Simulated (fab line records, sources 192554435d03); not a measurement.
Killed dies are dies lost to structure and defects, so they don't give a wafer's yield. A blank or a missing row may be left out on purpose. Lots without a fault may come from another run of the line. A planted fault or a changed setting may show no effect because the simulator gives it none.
fab line records | flow n5_finfet
record lots=9 wafers=27 last_day=19
route steps=1938 shown BEOL_M4@1111 BEOL_M9@1457 BEOL_M10@1470 PASSIVATION@1936
lots that met no fault: from a run of the same line without faults
start_h: hours from the record's first day to the start of the lot's first wafer shown | wait_h: hours since the lot's step before | " the same as in the row above | L1.1+2: a row that stands for several wafers | - no value, or no start given | * or withheld: withheld | < > ~ a bound
route shown NAME@n: a module of which the file shows steps, and the number in the route of the first | usual: mean/standard deviation of fault-free wafers | same: alike in all rows | chamber/n: place in a boat | sites: the reading at each site | _std_site: their standard deviation | _edge_site: outer sites' mean less inner sites' | radius_mm: how far each site lies from the wafer's centre | mask NAME#n: copy n | behind: the tool/chamber that last shaped the wafer | hold: why the lot was held/for how many hours/how that ended | device: the transistor (n, p or np) that didn't switch | end of line: the same wafers' tests at the end of the route | a step without rows: its recipe alone | killed: dies lost to structure and defects at the first sort, not the wafer's yield | map: a wafer's dies, x killed, . not, _ none there
set.NAME: the setting as run; set.NAME@STEP: as run at that earlier step | model.NAME: the simulator's own value behind a step, which no gauge read
steps of the route over a sample of lots; a table a step, a row a wafer
services: from which hour (start_h, from the record's first day; less than 0 if before it) a tool's chamber was out of use, for how many hours, and why
## steps
# step N5_BEOL_M4_RC_MEAS_101
# usual DIBL_N=36.0/1.7 DIBL_P=36.2/1.9 IOFF_N=0.154/0.028 IOFF_P=0.21/0.036 ION_N=675/11 ION_P=463/8.3 SS_N=71.4/0.63 SS_P=73.2/0.55 VT_N=250.2/3 VT_P=-251/3.7
# columns lot.wafer tool chamber start_h wait_h DIBL_N[mV/V] DIBL_P[mV/V] IOFF_N[nA/um] IOFF_P[nA/um] ION_N[uA/um] ION_P[uA/um] SS_N[mV/dec] SS_P[mV/dec] VT_N[mV] VT_P[mV]
L218.1 prober-02 0 192.80 0.0 37.5 37.4 0.178 0.29 673 469 71.7 73.6 248.0 -242
L218.4 " 0 " " 34.2 33.4 0.133 0.23 672 475 70.0 73.3 251.1 -245
L218.6 " 0 " " 36.4 35.8 0.157 0.26 666 468 71.2 73.5 253.0 -243
L222.2 prober-02 0 239.69 0.2 37.7 38.6 0.180 0.23 685 477 71.5 73.7 249.5 -247
L222.3 " 0 " " 38.0 38.8 0.185 0.23 679 467 72.4 73.4 246.9 -248
L222.6 " 0 " " 34.4 34.9 0.128 0.17 671 462 71.1 72.3 252.7 -250
L223.1 prober-01 0 262.57 0.0 38.5 40.8 0.191 0.23 689 469 71.7 73.7 247.8 -248
L223.4 " 0 " " 34.9 36.2 0.124 0.17 654 455 71.2 73.0 255.7 -254
L223.6 " 0 " " 37.2 39.1 0.178 0.20 700 465 71.2 74.1 246.3 -252
L224.2 prober-02 0 264.84 0.2 34.7 35.6 0.134 0.18 666 460 71.4 72.7 252.2 -252
L224.4 " 0 " " 35.7 36.4 0.155 0.20 679 461 71.4 72.8 248.9 -251
L224.5 " 0 " " 35.7 36.5 0.146 0.19 674 465 71.2 72.5 249.6 -251
L220.3 prober-01 0 307.21 0.3 34.5 35.1 0.143 0.19 664 458 71.8 73.2 250.0 -254
L220.4 " 0 " " 36.8 38.3 0.181 0.23 683 470 71.7 74.0 249.0 -251
L220.6 " 0 " " 37.0 39.3 0.202 0.26 688 469 72.3 73.5 244.7 -247
L236.1 prober-02 0 339.42 0.0 37.2 37.0 0.177 0.23 681 468 71.8 73.7 250.5 -249
L236.2 " 0 " " 39.3 38.5 0.221 0.26 682 466 72.9 73.6 246.6 -246
L236.4 " 0 " " 36.8 36.7 0.175 0.24 687 474 70.9 74.0 247.1 -248
L237.2 prober-01 0 340.00 0.2 35.2 32.4 0.128 0.17 662 459 70.8 72.1 256.1 -253
L237.4 " 0 " " 33.8 32.5 0.107 0.17 669 462 70.2 72.8 258.0 -255
L237.6 " 0 " " 36.6 35.7 0.150 0.22 673 466 71.1 72.9 251.3 -248
L239.2 prober-02 0 342.68 0.2 37.4 39.0 0.203 0.29 690 476 71.6 74.1 243.0 -243
L239.5 " 0 " " 37.1 37.7 0.182 0.27 676 471 71.2 73.0 246.8 -244
L239.6 " 0 " " 34.3 34.6 0.134 0.21 668 466 70.7 72.8 252.2 -243
L241.1 prober-02 0 347.04 0.0 36.1 36.9 0.145 0.21 660 455 71.4 73.0 253.2 -253
L241.5 " 0 " " 35.9 34.8 0.148 0.19 662 456 71.4 72.7 252.0 -252
L241.6 " 0 " " 37.9 39.6 0.192 0.25 697 471 72.3 73.9 247.7 -249
# step N5_BEOL_M9_PRE_CLEAN_45
# recipe gas=H2/He time_s=30 temp_c=250
# usual heater_power_w=323/25
# columns lot.wafer tool chamber start_h wait_h heater_power_w
L218.1 pvd_sputter-02 - 237.19 0.0 322
L218.4 " - " " 313
L218.6 " - " " 326
L222.2 pvd_sputter-01 - 284.90 0.0 326
L222.3 " - " " 359
L222.6 " - " " 352
L224.2 pvd_sputter-02 - 306.72 0.0 332
L224.4 " - " " 323
L224.5 " - " " 326
L223.1 pvd_sputter-03 - 309.94 0.0 381
L223.4 " - " " 276
L223.6 " - " " 367
L220.3 pvd_sputter-02 - 357.97 0.0 321
L220.4 " - " " 322
L220.6 " - " " 321
L236.1 pvd_sputter-01 - 384.70 0.0 336
L236.2 " - " " 297
L236.4 " - " " 354
L237.2 pvd_sputter-03 - 388.84 0.0 334
L237.4 " - " " 285
L237.6 " - " " 342
L239.2 pvd_sputter-02 - 391.64 0.0 325
L239.5 " - " " 325
L239.6 " - " " 292
L241.1 pvd_sputter-03 - 400.53 0.0 278
L241.5 " - " " 293
L241.6 " - " " 346
# step N5_BEOL_M9_CMP_52
# recipe stop_on=SiCOH_lowk t_overpolish_s=7 down_force_psi=1 platen_rpm=50 clearing_platen_down_force_psi=1.5 clearing_platen_rpm=50 post_cmp_clean=cu_alkaline target_thk_nm=140 clearing_platen_pad_velocity_m_s=0.99484 pad_velocity_m_s=0.99484
# usual barrier_field_endpoint_s=28.9/0.91 motor_current_A=6.1/0.45 overpolish_run_s=7.000/0.009 time_to_endpoint_s=65/4
# columns lot.wafer tool chamber start_h wait_h barrier_field_endpoint_s motor_current_A overpolish_run_s time_to_endpoint_s
L218.1 cmp-04 2 238.35 0.3 29.3 5.5 7.008 67
L218.4 " 3 " " 28.5 6.7 7.013 58
L218.6 " 0 " " 28.4 5.6 7.001 61
L222.3 cmp-03 2 287.99 0.2 29.5 6.0 7.006 65
L222.2 " 3 " " 29.0 6.4 7.012 65
L222.6 " 3 " " 29.1 6.2 6.992 65
L224.2 cmp-03 1 310.86 0.4 27.6 6.4 6.996 60
L224.4 " 3 " " 27.6 6.2 7.007 61
L224.5 " 1 " " 27.4 6.4 7.008 57
L223.1 cmp-03 3 311.32 0.5 28.7 6.1 7.001 68
L223.4 " 1 " " 47.0 6.5 0.041 87
L223.6 " 3 " " 29.7 6.0 6.982 69
L220.4 cmp-02 3 359.29 0.2 28.8 6.6 7.011 65
L220.3 " 0 " " 29.0 5.4 7.008 70
L220.6 " 2 " " 29.4 6.8 7.007 71
L236.2 cmp-02 3 385.95 0.3 28.5 6.4 6.990 64
L236.1 " 0 " " 27.9 5.8 7.010 62
L236.4 " 1 " " 28.9 5.8 7.001 65
L237.4 cmp-04 3 390.38 0.1 30.0 6.3 7.007 66
L237.2 " 2 " " 30.3 5.4 6.997 76
L237.6 " 0 " " 29.9 5.5 6.994 67
L239.2 cmp-04 2 393.34 0.2 30.7 5.8 7.007 72
L239.5 " 2 " " 30.6 5.5 7.007 71
L239.6 " 3 " " 29.7 6.5 6.997 66
L241.1 cmp-02 1 402.02 0.4 28.2 5.6 6.993 63
L241.5 " 2 " " 29.5 6.5 6.995 67
L241.6 " 3 " " 28.7 6.3 6.998 66
# step N5_BEOL_M9_THK_MEAS_53
# recipe thk_meas_gauge=xrf reads=Cu_of_BEOL_M9_ECD_50
# usual M9_THK=141/4.5
# columns lot.wafer tool chamber start_h wait_h M9_THK[nm]
L218.1 film_metro-01 - 238.56 - 143
L218.4 " - " " 140
L218.6 " - " " 143
L222.2 film_metro-02 - 288.28 - 146
L222.3 " - " " 140
L222.6 " - " " 145
L224.2 film_metro-02 - 311.16 - 137
L224.4 " - " " 140
L224.5 " - " " 144
L223.1 film_metro-01 - 311.61 - 141
L223.4 " - " " 258
L223.6 " - " " 144
L220.3 film_metro-02 - 359.51 - 135
L220.4 " - " " 142
L220.6 " - " " 144
L236.1 film_metro-01 - 386.24 - 132
L236.2 " - " " 139
L236.4 " - " " 141
L237.2 film_metro-02 - 390.67 - 145
L237.4 " - " " 144
L237.6 " - " " 134
L239.2 film_metro-01 - 393.64 - 154
L239.5 " - " " 155
L239.6 " - " " 149
L241.1 film_metro-01 - 402.20 - 143
L241.5 " - " " 141
L241.6 " - " " 145
# step N5_BEOL_M9_INSPECT_58
# recipe inspect_instrument=darkfield mode=post_dep
# usual raw_defect_count=71/25
# columns lot.wafer tool chamber start_h wait_h raw_defect_count
L218.1 defect_inspect-02 - 238.73 0.0 89
L218.4 " - " " 64
L218.6 " - " " 96
L222.2 defect_inspect-01 - 288.45 0.0 41
L222.3 " - " " 38
L222.6 " - " " 65
L224.2 defect_inspect-01 - 311.32 0.0 80
L224.4 " - " " 77
L224.5 " - " " 44
L223.1 defect_inspect-01 - 311.77 0.0 102
L223.4 " - " " 4290
L223.6 " - " " 77
L220.3 defect_inspect-02 - 359.68 0.0 89
L220.4 " - " " 97
L220.6 " - " " 158
L236.1 defect_inspect-02 - 386.41 0.0 99
L236.2 " - " " 101
L236.4 " - " " 69
L237.2 defect_inspect-02 - 390.88 0.0 144
L237.4 " - " " 98
L237.6 " - " " 84
L239.2 defect_inspect-02 - 393.80 0.0 54
L239.5 " - " " 54
L239.6 " - " " 68
L241.1 defect_inspect-02 - 402.36 0.0 124
L241.5 " - " " 71
L241.6 " - " " 73
# step N5_BEOL_M10_ILD_DEP_00
# recipe material=SiCOH_lowk target_thk_a=3085.1 temp_c=300 precursor=DEMS/porogen pressure_torr=5 rf_w=500 time_s=58
# usual heater_power_w=333/43 showerhead_plenum_p_Torr=5.743/0.019 throttle_valve_pct=14.1/0.73
# columns lot.wafer tool chamber start_h wait_h heater_power_w showerhead_plenum_p_Torr throttle_valve_pct
L218.1 pecvd-02 2 238.76 0.0 332 5.750 13.2
L218.4 " 2 " " 338 5.746 13.7
L218.6 " 0 " " 320 5.708 13.8
L222.2 pecvd-02 0 288.48 0.0 312 5.700 13.8
L222.3 " 2 " " 278 5.755 13.6
L222.6 " 0 " " 332 5.707 13.8
L224.2 pecvd-02 2 311.36 0.0 321 5.756 13.7
L224.4 " 2 " " 330 5.766 13.9
L224.5 " 1 " " 335 5.754 15.1
L223.1 pecvd-02 0 311.81 0.0 329 5.706 13.7
L223.6 " 1 " " 339 5.756 14.9
L220.3 pecvd-04 0 359.74 0.1 390 5.741 14.1
L220.4 " 1 " " 453 5.752 15.7
L220.6 " 0 " " 410 5.710 14.0
L236.1 pecvd-04 2 386.44 0.0 301 5.766 13.8
L236.2 " 1 " " 410 5.760 15.6
L236.4 " 2 " " 310 5.768 14.0
L237.2 pecvd-04 2 390.92 0.0 309 5.758 14.0
L237.4 " 0 " " 372 5.733 14.1
L237.6 " 1 " " 393 5.768 15.5
L239.2 pecvd-03 0 393.83 0.0 305 5.752 14.2
L239.5 " 1 " " 349 5.752 14.0
L239.6 " 0 " " 307 5.733 14.2
L241.1 pecvd-03 2 402.40 0.0 291 5.760 13.1
L241.5 " 2 " " 304 5.738 13.1
L241.6 " 0 " " 275 5.738 14.3
# step N5_BEOL_M10_PECVD_70
# recipe material=SiO2 target_thk_a=200 temp_c=400 precursor=TEOS/O2 pressure_torr=5.5 rf_w=450 teos_flow_sccm=53.8 gas=O2 flow_sccm=3000 time_s=22.7
# usual heater_power_w=763/87 showerhead_plenum_p_Torr=8.79/0.076 throttle_valve_pct=22.8/1.2
# columns lot.wafer tool chamber start_h wait_h heater_power_w showerhead_plenum_p_Torr throttle_valve_pct
L218.1 pecvd-02 2 239.39 0.0 635 8.87 21.9
L218.4 " 2 " " 657 8.86 21.8
L218.6 " 0 " " 735 8.64 22.2
L222.2 pecvd-04 0 289.11 0.0 873 8.70 22.6
L222.3 " 1 " " 923 8.89 25.2
L222.6 " 0 " " 870 8.72 22.5
L224.2 pecvd-02 1 311.98 0.0 789 8.87 24.3
L224.4 " 0 " " 622 8.67 22.2
L224.5 " 2 " " 737 8.85 22.1
L223.1 pecvd-04 0 312.46 0.0 836 8.71 22.6
L223.6 " 0 " " 848 8.69 22.4
L220.3 pecvd-03 1 360.51 0.0 754 8.77 22.7
L220.4 " 2 " " 622 8.79 21.2
L220.6 " 1 " " 751 8.80 22.7
L236.1 pecvd-03 0 387.07 0.0 766 8.76 22.9
L236.2 " 1 " " 812 8.79 22.4
L236.4 " 1 " " 802 8.80 22.5
L237.2 pecvd-03 1 391.78 0.0 784 8.80 22.5
L237.4 " 0 " " 702 8.73 23.0
L237.6 " 2 " " 738 8.80 20.9
L239.2 pecvd-03 1 394.46 0.0 790 8.80 22.6
L239.5 " 2 " " 742 8.81 21.2
L239.6 " 0 " " 764 8.71 23.0
L241.1 pecvd-04 1 403.02 0.0 930 8.85 24.9
L241.5 " 0 " " 871 8.69 22.4
L241.6 " 1 " " 911 8.86 25.2
# step N5_PASSIVATION_PROBE_49
# usual defect_limited_yield=90.9/1.4 killed_at_M0_to_M3=38/11 killed_at_M4_up=13/5.9 killed_at_contacts=14/6.4 killed_at_front_end=38/11 killed_at_other=3.3/2.5 killed_dies=107/16 killed_on_rim=14/3.6 killed_open=70/12 killed_short=35/7.7 sort_bin_5_function=5.3/0.94 sort_bin_6_memory=3.5/0.7 sort_n_pass=1073/16 sort_yield_pct=90.9/1.4
# same gross_dies=1180 killed_at_back_side=0 sort_bin_4_leakage[%]=0 sort_bin_8_speed[%]=0
# columns lot.wafer tool chamber start_h wait_h defect_limited_yield[%] killed_at_M0_to_M3 killed_at_M4_up killed_at_contacts killed_at_front_end killed_at_other killed_dies killed_on_rim killed_open killed_short sort_bin_5_function[%] sort_bin_6_memory[%] sort_n_pass sort_yield_pct[%]
L222.2 prober-02 - 341.61 0.1 93.1 30 11 11 29 0 81 7 59 18 3.0 3.6 1099 93.1
L222.3 prober-02 - 341.66 0.1 91.4 33 18 14 36 1 102 20 65 32 4.7 3.7 1078 91.4
L222.6 prober-02 - 341.81 0.3 91.7 29 14 10 44 1 98 13 60 32 4.8 3.0 1082 91.7
L223.1 prober-01 - 372.04 0.0 89.7 44 12 10 54 2 122 14 75 47 5.8 3.7 1058 89.7
L223.4 prober-01 - 372.19 0.2 0 33 1112 9 25 1 1180 152 60 18 3.7 2.8 0 0
L223.6 prober-01 - 372.29 0.3 91.5 37 21 5 32 5 100 12 65 31 5.5 2.8 1080 91.5
L239.2 prober-02 - 461.99 0.1 94.8 17 6 6 26 6 61 5 42 17 2.8 2.1 1119 94.8
L239.5 prober-02 - 462.14 0.2 92.2 42 10 15 21 4 92 11 61 30 3.8 3.8 1088 92.2
L239.6 prober-02 - 462.19 0.3 92.3 43 6 8 29 5 91 12 68 23 3.8 3.6 1089 92.3
L241.1 prober-01 - 464.51 0.2 90.1 29 16 24 46 2 117 18 75 42 5.8 3.9 1063 90.1
L241.5 prober-01 - 464.71 0.4 92.1 40 12 18 20 3 93 14 56 36 5.1 2.7 1087 92.1
L241.6 prober-01 - 464.76 0.5 90.2 45 15 14 41 1 116 16 76 40 5.8 3.7 1064 90.2
# killed by level:class
L222.2 MOL_CONTACT_COAG:geometric_particle:open=11 BEOL_M2:geometric_particle:open=7 BEOL_M3:geometric_particle:open=7 FIN_SAQP:geometric_particle:short=6 STI_FIN_REVEAL:geometric_particle:open=6 BEOL_M0_SAQP:geometric_particle:short=6 BEOL_M0_SAQP:geometric_particle:open=5 BEOL_M0:geometric_particle:open=4
L222.3 MOL_CONTACT_COAG:geometric_particle:open=13 FIN_SAQP:geometric_particle:short=10 BEOL_M2:geometric_particle:open=10 FIN_SAQP:geometric_particle:open=9 BEOL_M3:geometric_particle:open=6 BEOL_M2:geometric_particle:short=5 BEOL_M4:geometric_particle:open=5 BEOL_M0_SAQP:geometric_particle:short=4
L222.6 FIN_SAQP:geometric_particle:short=9 MOL_CONTACT_COAG:geometric_particle:open=8 STI_FIN_REVEAL:geometric_particle:open=7 FIN_SAQP:geometric_particle:open=6 BEOL_M3:geometric_particle:open=6 BEOL_M5:geometric_particle:open=6 BEOL_M0:geometric_particle:open=5 BEOL_M5:geometric_particle:short=4
L223.1 FIN_SAQP:geometric_particle:open=19 BEOL_M0_SAQP:geometric_particle:short=14 BEOL_M3:geometric_particle:open=14 FIN_SAQP:geometric_particle:short=11 STI_FIN_REVEAL:geometric_particle:open=9 BEOL_M0_SAQP:geometric_particle:open=7 BEOL_M2:geometric_particle:open=6 STI_FIN_REVEAL:geometric_particle:short=5
L223.4 BEOL_M9:area_cmp=1100 MOL_CONTACT_COAG:geometric_particle:open=9 BEOL_M2:geometric_particle:open=8 BEOL_M3:geometric_particle:open=7 BEOL_M0_SAQP:geometric_particle:open=6 BEOL_M4:geometric_particle:open=6 STI_FIN_REVEAL:geometric_particle:open=5 BEOL_M0_SAQP:geometric_particle:short=5
L223.6 BEOL_M0:geometric_particle:open=9 STI_FIN_REVEAL:geometric_particle:open=8 BEOL_M4:geometric_particle:open=8 FIN_SAQP:geometric_particle:short=7 BEOL_M0_SAQP:geometric_particle:open=7 BEOL_M3:geometric_particle:open=6 FIN_SAQP:geometric_particle:open=5 MOL_CONTACT_COAG:geometric_particle:open=5
L239.2 STI_FIN_REVEAL:geometric_particle:open=8 MOL_CONTACT_COAG:geometric_particle:open=6 STI_FIN_REVEAL:geometric_particle:short=3 BEOL_M0:geometric_particle:open=3 BEOL_M1:geometric_particle:open=3 BEOL_M2:geometric_particle:open=3 DUMMY_GATE:geometric_particle:open=2 ILD0:geometric_particle:open=2
L239.5 MOL_CONTACT_COAG:geometric_particle:open=14 BEOL_M2:geometric_particle:open=13 BEOL_M3:geometric_particle:open=9 STI_FIN_REVEAL:geometric_particle:open=7 BEOL_M1:geometric_particle:open=5 BEOL_M2:geometric_particle:short=5 BEOL_M0:geometric_particle:short=3 BEOL_M4:geometric_particle:open=3
L239.6 BEOL_M3:geometric_particle:open=16 STI_FIN_REVEAL:geometric_particle:open=15 BEOL_M2:geometric_particle:open=10 MOL_CONTACT_COAG:geometric_particle:open=7 BEOL_M0_SAQP:geometric_particle:short=4 BEOL_M1:geometric_particle:open=4 GATE_CUT:geometric_particle:short=3 BEOL_M0_SAQP:geometric_particle:open=3
L241.1 MOL_CONTACT_COAG:geometric_particle:open=23 FIN_SAQP:geometric_particle:short=14 BEOL_M3:geometric_particle:open=9 DUMMY_GATE:geometric_particle:open=8 GATE_CUT:geometric_particle:short=6 BEOL_M0_SAQP:geometric_particle:open=5 BEOL_M4:geometric_particle:short=5 BEOL_M4:geometric_particle:open=5
L241.5 BEOL_M0_SAQP:geometric_particle:short=13 MOL_CONTACT_COAG:geometric_particle:open=12 BEOL_M0_SAQP:geometric_particle:open=8 MOL_CONTACT_COAG:geometric_particle:short=6 FIN_SAQP:geometric_particle:short=5 BEOL_M0:geometric_particle:open=5 BEOL_M3:geometric_particle:open=5 STI_FIN_REVEAL:geometric_particle:open=4
L241.6 BEOL_M3:geometric_particle:open=11 MOL_CONTACT_COAG:geometric_particle:open=10 BEOL_M0_SAQP:geometric_particle:open=8 BEOL_M0_SAQP:geometric_particle:short=8 STI_FIN_REVEAL:geometric_particle:open=7 BEOL_M4:geometric_particle:open=7 FIN_SAQP:geometric_particle:short=6 DUMMY_GATE:geometric_particle:open=6
## services
# columns tool chamber start_h hours kind
cmp-03 - 220.37 0.8 repair
pecvd-02 1 227.29 5.5 scheduled_down
pvd_sputter-01 - 237.91 1.1 repair
pecvd-02 0 279.38 2.1 scheduled_down
pecvd-03 - 286.12 14.6 pm
pecvd-04 2 287.69 4.1 repair
pecvd-04 - 289.55 6.0 pm
pecvd-02 - 298.59 3.4 repair
cmp-04 - 302.98 17.9 repair
cmp-02 - 308.14 9.1 pm
cmp-04 - 320.92 5.8 pm
pecvd-02 - 326.95 0.6 repair
pecvd-04 2 331.11 30.4 repair
pecvd-02 - 335.57 2.8 pm
cmp-02 - 361.68 5.7 pm
cmp-03 - 362.10 4.8 pm
pecvd-04 0 369.25 2.1 scheduled_down
cmp-03 - 370.14 4.0 pm
pecvd-02 1 383.62 - clean
pecvd-02 1 383.62 - consumable_replace:showerhead
pecvd-02 1 383.62 29.0 scheduled_down
pecvd-02 1 383.62 29.0 vent_cycle
cmp-03 - 384.58 9.7 pm
pecvd-04 1 392.68 5.0 scheduled_down
## key
first_sign step=N5_BEOL_M9_CMP_52 reading=overpolish_run_s direction=down sigmas=99+ usual=7.000 struck=0.041
effect step=N5_BEOL_M9_CMP_52 reading=barrier_field_endpoint_s direction=up sigmas=20 usual=28.9 struck=47.0
effect step=N5_BEOL_M9_THK_MEAS_53 reading=M9_THK direction=up sigmas=26 usual=141 struck=258
effect step=N5_BEOL_M9_INSPECT_58 reading=raw_defect_count direction=up sigmas=99+ usual=71 struck=4290
effect step=N5_PASSIVATION_PROBE_49 reading=killed_at_M4_up direction=up sigmas=99+ usual=13 struck=1112
more_kills_born_at N5_BEOL_M9_CMP_52@cmp-03=1100
met_at N5_BEOL_M9_CMP_52
struck_lots L223
struck_wafers L223.4
later_rows_left_out L223.4
not_acting_at N5_BEOL_M9_PRE_CLEAN_45,N5_BEOL_M10_ILD_DEP_00,N5_BEOL_M10_PECVD_70
onset_between 310.86 311.32
fault kind=process_parameter_drift tool=cmp-03 chamber=- onset_h=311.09 steps=N5_BEOL_M9_CMP_52 channel=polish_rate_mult offset=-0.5 shape=step end_h=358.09 scope=struck_wafers_only
# later_rows_left_out: the simulator's readings of these wafers behind a module that went badly wrong aren't trusted and aren't shown, but for the sort
